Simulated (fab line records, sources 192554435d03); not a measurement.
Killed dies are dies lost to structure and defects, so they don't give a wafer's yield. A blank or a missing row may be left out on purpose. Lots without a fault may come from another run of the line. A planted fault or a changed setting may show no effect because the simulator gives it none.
A struck lot beside a sound one | flow n5_finfet | 36 steps out of a route of 1938
Sound: wafers L135.2, L135.4, L135.5. Struck: wafer L137.4. (L137.1, L137.2 of the same lot were not struck and are left out.) The cause comes at the end.
At each step with rows: each side's tool, then ch and its chambers, then its first start. Under that, the readings that differ: sound wafers | struck wafers | difference of the means | sigmas: that difference in standard deviations of wafers without a fault.
alike: readings whose means differ by less than 2 such deviations, and words and numbers that are the same on both sides. not compared: withheld readings, readings that some wafer has no value for, bounds like >300 that may hide the same value, and numbers for which the record gives no deviation and whose values overlap.
The two part at a step that has a row with sigmas, a row that says differs or no value, or rows on one side only. Numbers that don't overlap but have no deviation are shown without sigmas and don't part them. A reading that every wafer of one side lacks parts them only if that side has two wafers or more.

first, 9 steps without rows for these wafers: N5_BEOL_M13_PRE_CLEAN_42 (time 30 s); N5_BEOL_M13_SPUTTER_43 (material TaN, target thk 15 nm, time 24.19 s); N5_BEOL_M13_SPUTTER_44 (material Ta, target thk 10 nm, time 16.13 s); N5_BEOL_M13_SPUTTER_45 (material Cu, target thk 80 nm, time 13.33 s); N5_BEOL_M13_ECD_47 (material Cu, target thk 936 nm); N5_BEOL_M13_ANNEAL_48 (time 90 s); N5_BEOL_M13_CMP_49 (polishes, stops on SiOC, t overpolish 17.1 s, target thk 420 nm); N5_BEOL_M13_PRE_CLEAN_52 (time 15 s); N5_BEOL_M13_DEP_53 (deposits SiCN from 3MS/NH3, target thk 50 nm, time 17.8 s).
N5_BEOL_M14_ILD_DEP_00: deposits SiO2 from TEOS/O2, target thk 1119.3 nm, time 237.4 s.
  sound on pecvd-04 ch 0,2, day 13 13:44; struck on pecvd-04 ch 0, day 14 22:00
  reading                                       | sound             | struck | difference | sigmas
  run_length_s (s)                              | 280.5 280.0 280.6 | 315.7  | +35.3      | +46
  throttle_valve_pct (%)                        | 18.0 18.3 19.0    | 19.5   | +1.1       | +2
  model.SiO2_of_BEOL_M14_ILD_DEP_00.thk_nm (nm) | 1114 1127 1149    | 1315   | +185       |
  alike: heater_power_w, showerhead_plenum_p_Torr
N5_BEOL_M14_THK_MEAS_01:
  sound on film_metro-02, day 13 13:55; struck on film_metro-02, day 14 22:11
  reading          | sound          | struck | difference | sigmas
  M14_ILD_THK (nm) | 1114 1128 1149 | 1315   | +185       | +13
then, 10 steps without rows for these wafers: N5_BEOL_M14_COAT_58 (time 60 s, resist thk 89 nm); N5_BEOL_M14_COAT_04 (resist thk 800 nm); N5_BEOL_M14_EBR_06; N5_BEOL_M14_SOFTBAKE_05 (time 60 s); N5_BEOL_M14_EXPOSE_07 (exposes mask V13); N5_BEOL_M14_PEB_08 (peb time 90 s); N5_BEOL_M14_DEVELOP_09 (develop time 45 s); N5_BEOL_M14_HARDBAKE_14 (time 120 s); N5_BEOL_M14_DESCUM_15 (chemistry O2, time 7.9 s); N5_BEOL_M14_ETCH_59 (etches BARC in N2/H2, target depth 89 nm, overetch 26.7 nm, time 67.9 s).
N5_BEOL_M14_VIA_ETCH_16: etches SiO2 in C4F8/O2/Ar, target depth 1231.3 nm.
  sound on rie_diel-03 ch 0,1, day 13 14:32; struck on rie_diel-06 ch 1, day 14 22:40
  reading                                    | sound          | struck | difference | sigmas
  model.etch.depth_nm (nm)                   | 1114 1127 1149 | 1315   | +185       |
  model.coat_of_BEOL_M14_COAT_04.thk_nm (nm) | 454 455 447    | 404.6  | -47.4      |
  alike: C4F8_flow_sccm, drypump_motor_current_A, oes_o_777_au, oes_product_au, rf_vpp_V, showerhead_plenum_p_Torr, throttle_valve_pct
then, 13 steps without rows for these wafers: N5_BEOL_M14_STRIP_63 (strips in O2); N5_BEOL_M14_STRIP_64 (strips in O2); N5_BEOL_M14_STRIP_71 (strips in post etch residue remover, time 60 s); N5_BEOL_M14_SRD_72 (time 30 s, dry time 30 s); N5_BEOL_M14_COAT_65 (time 60 s, resist thk 450 nm); N5_BEOL_M14_COAT_66 (time 60 s, resist thk 110 nm); N5_BEOL_M14_COAT_22 (resist thk 300 nm); N5_BEOL_M14_EBR_24; N5_BEOL_M14_SOFTBAKE_23 (time 60 s); N5_BEOL_M14_EXPOSE_25 (exposes mask M14, target cd 280 nm); N5_BEOL_M14_PEB_26 (peb time 90 s); N5_BEOL_M14_DEVELOP_27 (develop time 45 s); N5_BEOL_M14_HARDBAKE_32 (time 120 s).
N5_BEOL_M14_CMP_49: polishes, stops on SiO2, t overpolish 5.2 s, target thk 560 nm.
  sound on cmp-01 ch 0,2, day 14 00:31; struck on cmp-02 ch 2, day 15 05:28
  reading                                       | sound          | struck | difference | sigmas
  model.SiO2_of_BEOL_M14_ILD_DEP_00.thk_nm (nm) | 1033 1044 1066 | 1235   | +187       |
  alike: clearing_platen_down_force_psi, motor_current_A

WHERE THEY PART
First at N5_BEOL_M14_ILD_DEP_00; last, within this record, at N5_BEOL_M14_THK_MEAS_01. Later steps at which nothing parts them and some readings are alike: N5_BEOL_M14_VIA_ETCH_16, N5_BEOL_M14_CMP_49.

WHY: what the simulator had put in
Process parameter drift: pecvd-04, from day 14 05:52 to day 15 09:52, at N5_BEOL_M14_ILD_DEP_00. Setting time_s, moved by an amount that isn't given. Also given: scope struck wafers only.
